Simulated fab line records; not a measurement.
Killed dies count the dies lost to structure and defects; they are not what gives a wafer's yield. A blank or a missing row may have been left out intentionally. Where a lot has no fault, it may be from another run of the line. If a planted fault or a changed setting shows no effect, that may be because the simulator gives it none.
fab line records -- flow nand_harc
[record] lots = 6, wafers = 18, last_day = 32
route steps=1302 shown A_DECK1_JOINT@544 A_ONON_D2@545 END@1302
lots that met no fault: taken from a fault-free run of the same line
start_h: hours from the record's first day to the start of the lot's first wafer shown -- wait_h: hours elapsed since this lot's preceding step -- " the same as in the row above -- L1.1+2: a single row standing in for several wafers -- - no value, or no start was given -- * or withheld: withheld -- < > ~ a bound
route shown NAME@n: a module of which the file shows steps, and the number in the route of the first -- usual: average and standard deviation across the fault-free wafers -- same: alike in all rows -- chamber/n: place in a boat -- sites: readings site by site -- _std_site: the values' standard deviation -- _edge_site: inner sites' mean taken away from outer sites' mean -- radius_mm: for every site, how far away it sits from the centre of the wafer -- mask NAME#n: copy n -- behind: the most recent tool/chamber to have shaped the wafer -- hold: why the lot was held/for how many hours/how that ended -- device: names the non-switching transistor (n, p or np) -- end of line: the same wafers' tests at the end of the route -- a step given without rows: its recipe and nothing more -- killed: dies lost to structure and defects at the first sort, not the wafer's yield -- map: a wafer's dies, x killed, . not, _ none there
set.NAME: setting as actually run; set.NAME@STEP: the setting as run at that earlier step -- model.NAME: the simulator's own value behind a step, which no gauge read
certain route steps with their lots: each step a table, each wafer a row
services: a tool's chamber out of use, with start hour (start_h, from the record's first day; less than 0 if before it), hours out, and reason
[[steps]]
[step NHARC_A_DECK1_JOINT_INSPECT_05]
[usual] raw_defect_count = 348/110
lot.wafer,tool,chamber,start_h,wait_h,raw_defect_count
L465.3,defect_inspect-02,-,293.11,0.0,378
L465.5,defect_inspect-02,-,293.11,0.0,409
L465.6,defect_inspect-02,-,293.11,0.0,417
L468.2,defect_inspect-01,-,310.61,0.0,295
L468.4,defect_inspect-01,-,310.61,0.0,310
L468.6,defect_inspect-01,-,310.61,0.0,430
L474.1,defect_inspect-01,-,371.96,0.0,141
L474.3,defect_inspect-01,-,371.96,0.0,228
L474.5,defect_inspect-01,-,371.96,0.0,139
L475.1,defect_inspect-02,-,385.26,0.0,237
L475.2,defect_inspect-02,-,385.26,0.0,523
L475.5,defect_inspect-02,-,385.26,0.0,297
L480.2,defect_inspect-02,-,436.18,0.0,456
L480.4,defect_inspect-02,-,436.18,0.0,360
L480.5,defect_inspect-02,-,436.18,0.0,321
L482.1,defect_inspect-01,-,459.74,0.0,502
L482.2,defect_inspect-01,-,459.74,0.0,526
L482.5,defect_inspect-01,-,459.74,0.0,334
[step NHARC_A_ONON_D2_DEP_00]
[recipe] target_thk_a = 10000, n2_flow_sccm = 2750, n2o_flow_sccm = 2000, nh3_flow_sccm = 500, sih4_flow_sccm = 210, temp_c = 400
[step NHARC_A_ONON_D2_THK_MEAS_02]
[recipe] thk_meas_gauge = ellipsometry
[usual] thk_nm = 1002/9.4
lot.wafer,tool,chamber,start_h,wait_h,thk_nm
L465.3,film_metro-02,-,293.69,-,1010
L465.5,film_metro-02,-,293.69,-,1009
L465.6,film_metro-02,-,293.69,-,1011
L468.2,film_metro-02,-,311.18,-,1003
L468.4,film_metro-02,-,311.18,-,1003
L468.6,film_metro-02,-,311.18,-,1002
L474.1,film_metro-01,-,372.54,-,992
L474.3,film_metro-01,-,372.54,-,993
L474.5,film_metro-01,-,372.54,-,993
L475.1,film_metro-01,-,385.83,-,1010
L475.2,film_metro-01,-,385.83,-,1011
L475.5,film_metro-01,-,385.83,-,1010
L480.2,film_metro-02,-,436.76,-,1003
L480.4,film_metro-02,-,436.76,-,1002
L480.5,film_metro-02,-,436.76,-,1002
L482.1,film_metro-01,-,460.32,-,994
L482.2,film_metro-01,-,460.32,-,996
L482.5,film_metro-01,-,460.32,-,997
[step NHARC_A_ONON_D2_DEP_03]
[recipe] target_thk_a = 10000, n2_flow_sccm = 2750, n2o_flow_sccm = 2000, nh3_flow_sccm = 500, sih4_flow_sccm = 210, temp_c = 400
[step NHARC_A_ONON_D2_THK_MEAS_05]
[recipe] thk_meas_gauge = ellipsometry
[usual] thk_nm = 1001/6.4
lot.wafer,tool,chamber,start_h,wait_h,thk_nm
L465.3,film_metro-01,-,294.26,-,1011
L465.5,film_metro-01,-,294.26,-,1012
L465.6,film_metro-01,-,294.26,-,1012
L468.2,film_metro-02,-,311.75,-,1000
L468.4,film_metro-02,-,311.75,-,998
L468.6,film_metro-02,-,311.75,-,1000
L474.1,film_metro-02,-,373.10,-,998
L474.3,film_metro-02,-,373.10,-,999
L474.5,film_metro-02,-,373.10,-,997
L475.1,film_metro-01,-,386.40,-,997
L475.2,film_metro-01,-,386.40,-,997
L475.5,film_metro-01,-,386.40,-,998
L480.2,film_metro-02,-,437.33,-,986
L480.4,film_metro-02,-,437.33,-,985
L480.5,film_metro-02,-,437.33,-,987
L482.1,film_metro-01,-,460.88,-,996
L482.2,film_metro-01,-,460.88,-,998
L482.5,film_metro-01,-,460.88,-,996
[step NHARC_A_ONON_D2_DEP_06]
[recipe] target_thk_a = 10000, n2_flow_sccm = 2750, n2o_flow_sccm = 2000, nh3_flow_sccm = 500, sih4_flow_sccm = 210, temp_c = 400
[step NHARC_A_ONON_D2_THK_MEAS_08]
[recipe] thk_meas_gauge = ellipsometry
[usual] thk_nm = 1002/9.2
lot.wafer,tool,chamber,start_h,wait_h,thk_nm
L465.3,film_metro-01,-,294.83,-,991
L465.5,film_metro-01,-,294.83,-,992
L465.6,film_metro-01,-,294.83,-,993
L468.2,film_metro-01,-,312.31,-,1010
L468.4,film_metro-01,-,312.31,-,1010
L468.6,film_metro-01,-,312.31,-,1011
L474.1,film_metro-02,-,373.67,-,992
L474.3,film_metro-02,-,373.67,-,994
L474.5,film_metro-02,-,373.67,-,995
L475.1,film_metro-01,-,386.97,-,1028
L475.2,film_metro-01,-,386.97,-,1026
L475.5,film_metro-01,-,386.97,-,1026
L480.2,film_metro-01,-,437.90,-,1008
L480.4,film_metro-01,-,437.90,-,1010
L480.5,film_metro-01,-,437.90,-,1010
L482.1,film_metro-01,-,461.45,-,1017
L482.2,film_metro-01,-,461.45,-,1017
L482.5,film_metro-01,-,461.45,-,1019
[step NHARC_A_ONON_D2_DEP_09]
[recipe] target_thk_a = 10000, n2_flow_sccm = 2750, n2o_flow_sccm = 2000, nh3_flow_sccm = 500, sih4_flow_sccm = 210, temp_c = 400
[step NHARC_A_ONON_D2_THK_MEAS_11]
[recipe] thk_meas_gauge = ellipsometry
[usual] thk_nm = 999/12
lot.wafer,tool,chamber,start_h,wait_h,thk_nm
L465.3,film_metro-02,-,295.42,-,995
L465.5,film_metro-02,-,295.42,-,995
L465.6,film_metro-02,-,295.42,-,993
L468.2,film_metro-02,-,312.88,-,1021
L468.4,film_metro-02,-,312.88,-,1020
L468.6,film_metro-02,-,312.88,-,1018
L474.1,film_metro-01,-,374.23,-,1000
L474.3,film_metro-01,-,374.23,-,1001
L474.5,film_metro-01,-,374.23,-,1001
L475.1,film_metro-01,-,387.55,-,1003
L475.2,film_metro-01,-,387.55,-,1002
L475.5,film_metro-01,-,387.55,-,1000
L480.2,film_metro-02,-,438.47,-,1005
L480.4,film_metro-02,-,438.47,-,1005
L480.5,film_metro-02,-,438.47,-,1003
L482.1,film_metro-01,-,462.01,-,1009
L482.2,film_metro-01,-,462.01,-,1008
L482.5,film_metro-01,-,462.01,-,1008
[step NHARC_A_ONON_D2_DEP_12]
[recipe] target_thk_a = 10000, n2_flow_sccm = 2750, n2o_flow_sccm = 2000, nh3_flow_sccm = 500, sih4_flow_sccm = 210, temp_c = 400
[step NHARC_A_ONON_D2_THK_MEAS_14]
[recipe] thk_meas_gauge = ellipsometry
[usual] thk_nm = 1002/8.2
lot.wafer,tool,chamber,start_h,wait_h,thk_nm
L465.3,film_metro-01,-,295.99,-,996
L465.5,film_metro-01,-,295.99,-,996
L465.6,film_metro-01,-,295.99,-,995
L468.2,film_metro-01,-,313.45,-,997
L468.4,film_metro-01,-,313.45,-,996
L468.6,film_metro-01,-,313.45,-,996
L474.1,film_metro-01,-,374.82,-,1009
L474.3,film_metro-01,-,374.82,-,1007
L474.5,film_metro-01,-,374.82,-,1009
L475.1,film_metro-01,-,388.11,-,1000
L475.2,film_metro-01,-,388.11,-,998
L475.5,film_metro-01,-,388.11,-,1000
L480.2,film_metro-01,-,439.03,-,1008
L480.4,film_metro-01,-,439.03,-,1007
L480.5,film_metro-01,-,439.03,-,1007
L482.1,film_metro-02,-,462.58,-,1010
L482.2,film_metro-02,-,462.58,-,1012
L482.5,film_metro-02,-,462.58,-,1009
[step NHARC_A_ONON_D2_ANNEAL_15]
[recipe] temp_c = 750, time_s = 3600
[step NHARC_A_ONON_D2_DEP_16]
[recipe] target_thk_a = 10000, n2_flow_sccm = 2750, n2o_flow_sccm = 2000, nh3_flow_sccm = 500, sih4_flow_sccm = 210, temp_c = 400
lot.wafer,tool,chamber,start_h,wait_h
L465.3+5+6,pecvd_onon-04,0,300.76,0.5
L468.2+4+6,pecvd_onon-02,0,324.11,0.4
L474.1+3+5,pecvd_onon-02,0,382.27,0.4
L475.1+2+5,pecvd_onon-02,0,395.25,0.4
L480.2+4+5,pecvd_onon-01,0,446.54,0.4
L482.1+2+5,pecvd_onon-04,0,469.92,0.4
[step NHARC_A_ONON_D2_THK_MEAS_18]
[recipe] thk_meas_gauge = ellipsometry
[usual] thk_nm = 997/9.1
lot.wafer,tool,chamber,start_h,wait_h,thk_nm
L465.3,film_metro-02,-,301.16,-,982
L465.5,film_metro-02,-,301.16,-,981
L465.6,film_metro-02,-,301.16,-,982
L468.2,film_metro-02,-,324.56,-,992
L468.4,film_metro-02,-,324.56,-,993
L468.6,film_metro-02,-,324.56,-,992
L474.1,film_metro-01,-,382.78,-,859
L474.3,film_metro-01,-,382.78,-,1000
L474.5,film_metro-01,-,382.78,-,998
L475.1,film_metro-02,-,395.77,-,851
L475.2,film_metro-02,-,395.77,-,854
L475.5,film_metro-02,-,395.77,-,993
L480.2,film_metro-01,-,447.00,-,976
L480.4,film_metro-01,-,447.00,-,977
L480.5,film_metro-01,-,447.00,-,976
L482.1,film_metro-02,-,470.44,-,1014
L482.2,film_metro-02,-,470.44,-,1015
L482.5,film_metro-02,-,470.44,-,1015
[step NHARC_A_ONON_D2_DEP_19]
[recipe] target_thk_a = 10000, n2_flow_sccm = 2750, n2o_flow_sccm = 2000, nh3_flow_sccm = 500, sih4_flow_sccm = 210, temp_c = 400
[step NHARC_END_SORT_01]
[recipe] temp_c = 25
[usual] killed_at_array = 62/16, killed_at_other = 0.8/1.1, killed_at_periphery = 4/3.2, killed_dies = 67/16, killed_open = 3.5/1.9, killed_short = 2.1/1.5
[same] gross_dies = 677
lot.wafer,tool,chamber,start_h,wait_h,killed_at_array,killed_at_other,killed_at_periphery,killed_dies,killed_open,killed_short
L474.1,prober-02,0,649.21,2.5,672,1,4,677,3,0
L475.1,prober-01,0,679.99,2.5,672,0,5,677,0,4
L475.2,prober-01,0,680.78,2.8,675,1,1,677,4,1
// killed by level:class
L474.1 A_ONON_D2:area_dep=612 A_SLIT:chamber_film_flake=31 A_CHANNEL_HOLE_D2:chamber_film_flake=16 A_CHANNEL_HOLE_D1:chamber_film_flake=6 A_CONTACT:chamber_film_flake=3 A_ONON_D2:geometric_particle:open=2 P_GATE:chamber_film_flake=2 P_M1:geometric_particle:open=1
L475.1 A_ONON_D2:area_dep=629 A_CHANNEL_HOLE_D1:chamber_film_flake=28 A_SLIT:chamber_film_flake=4 A_CONTACT:chamber_film_flake=4 P_STI:chamber_film_flake=3 A_SGD_CUT:geometric_particle:short=2 A_WL_FILL:geometric_particle:short=2 A_BONDPAD:chamber_film_flake=2
L475.2 A_ONON_D2:area_dep=619 A_CHANNEL_HOLE_D1:chamber_film_flake=37 A_CONTACT:chamber_film_flake=6 A_CHANNEL_HOLE_D2:chamber_film_flake=3 A_BONDPAD:chamber_film_flake=3 A_ONON_D1:geometric_particle:short=1 A_ONON_D1:geometric_particle:open=1 A_CONTACT:geometric_particle:open=1
// map L474.1 (x killed, . not)
____________x____________
_________xxxxxxx_________
_______xxxxxxxxxxx_______
______xxxxxxxxxxxxx______
_____xxxxxxxxxxxxxxx_____
____xxxxxxxxxxxxxxxxx____
____xxxxxxxxxxxxxxxxx____
___xxxxxxxxxxxxxxxxxxx___
___xxxxxxxxxxxxxxxxxxx___
__xxxxxxxxxxxxxxxxxxxxx__
__xxxxxxxxxxxxxxxxxxxxx__
_xxxxxxxxxxxxxxxxxxxxxxx_
_xxxxxxxxxxxxxxxxxxxxxxx_
_xxxxxxxxxxxxxxxxxxxxxxx_
_xxxxxxxxxxxxxxxxxxxxxxx_
_xxxxxxxxxxxxxxxxxxxxxxx_
xxxxxxxxxxxxxxxxxxxxxxxxx
xxxxxxxxxxxxxxxxxxxxxxxxx
xxxxxxxxxxxxxxxxxxxxxxxxx
xxxxxxxxxxxxxxxxxxxxxxxxx
xxxxxxxxxxxxxxxxxxxxxxxxx
_xxxxxxxxxxxxxxxxxxxxxxx_
_xxxxxxxxxxxxxxxxxxxxxxx_
_xxxxxxxxxxxxxxxxxxxxxxx_
_xxxxxxxxxxxxxxxxxxxxxxx_
_xxxxxxxxxxxxxxxxxxxxxxx_
__xxxxxxxxxxxxxxxxxxxxx__
__xxxxxxxxxxxxxxxxxxxxx__
___xxxxxxxxxxxxxxxxxxx___
___xxxxxxxxxxxxxxxxxxx___
____xxxxxxxxxxxxxxxxx____
____xxxxxxxxxxxxxxxxx____
_____xxxxxxxxxxxxxxx_____
______xxxxxxxxxxxxx______
_______xxxxxxxxxxx_______
_________xxxxxxx_________
____________x____________
// map L475.1 (x killed, . not)
____________x____________
_________xxxxxxx_________
_______xxxxxxxxxxx_______
______xxxxxxxxxxxxx______
_____xxxxxxxxxxxxxxx_____
____xxxxxxxxxxxxxxxxx____
____xxxxxxxxxxxxxxxxx____
___xxxxxxxxxxxxxxxxxxx___
___xxxxxxxxxxxxxxxxxxx___
__xxxxxxxxxxxxxxxxxxxxx__
__xxxxxxxxxxxxxxxxxxxxx__
_xxxxxxxxxxxxxxxxxxxxxxx_
_xxxxxxxxxxxxxxxxxxxxxxx_
_xxxxxxxxxxxxxxxxxxxxxxx_
_xxxxxxxxxxxxxxxxxxxxxxx_
_xxxxxxxxxxxxxxxxxxxxxxx_
xxxxxxxxxxxxxxxxxxxxxxxxx
xxxxxxxxxxxxxxxxxxxxxxxxx
xxxxxxxxxxxxxxxxxxxxxxxxx
xxxxxxxxxxxxxxxxxxxxxxxxx
xxxxxxxxxxxxxxxxxxxxxxxxx
_xxxxxxxxxxxxxxxxxxxxxxx_
_xxxxxxxxxxxxxxxxxxxxxxx_
_xxxxxxxxxxxxxxxxxxxxxxx_
_xxxxxxxxxxxxxxxxxxxxxxx_
_xxxxxxxxxxxxxxxxxxxxxxx_
__xxxxxxxxxxxxxxxxxxxxx__
__xxxxxxxxxxxxxxxxxxxxx__
___xxxxxxxxxxxxxxxxxxx___
___xxxxxxxxxxxxxxxxxxx___
____xxxxxxxxxxxxxxxxx____
____xxxxxxxxxxxxxxxxx____
_____xxxxxxxxxxxxxxx_____
______xxxxxxxxxxxxx______
_______xxxxxxxxxxx_______
_________xxxxxxx_________
____________x____________
[[services]]
tool,chamber,start_h,hours,kind
pecvd_onon-04,-,311.33,13.0,pm
pecvd_onon-02,-,366.61,13.0,pm
pecvd_onon-01,-,450.00,13.0,pm
[[key]]
[first_sign] step = NHARC_A_ONON_D2_THK_MEAS_18, reading = thk_nm, direction = down, sigmas = 16, usual = 997, struck = 855
[effect] step = NHARC_END_SORT_01, reading = killed_at_array, direction = up, sigmas = 38, usual = 62, struck = 673
[more_kills_born_at] NHARC_A_ONON_D2_DEP_16@pecvd_onon-02 = 1860
met_at NHARC_A_ONON_D2_DEP_16
struck_wafers L474.1,L475.1,L475.2
later_rows_left_out L474.1,L475.1,L475.2
tester_left_out L474,L475
onset_between 324.11 382.27
[fault] kind = process_parameter_drift, tool = pecvd_onon-02, chamber = -, onset_h = 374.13, steps = NHARC_A_ONON_D2_DEP_16, channel = target_thk_a, offset = *, shape = step, end_h = 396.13, scope = struck_wafers_only, acts_in = *, stated = *
// tester_left_out: of these lots the tester's yield and bins aren't shown, on N5 and GAA mostly nor the transistor test; their killed dies are dies lost to structure and defects alone, not to doping, threshold or leakage, so they don't give the yield
// later_rows_left_out: the simulator's readings of these wafers behind a module that went badly wrong aren't trusted and aren't shown, but for the sort
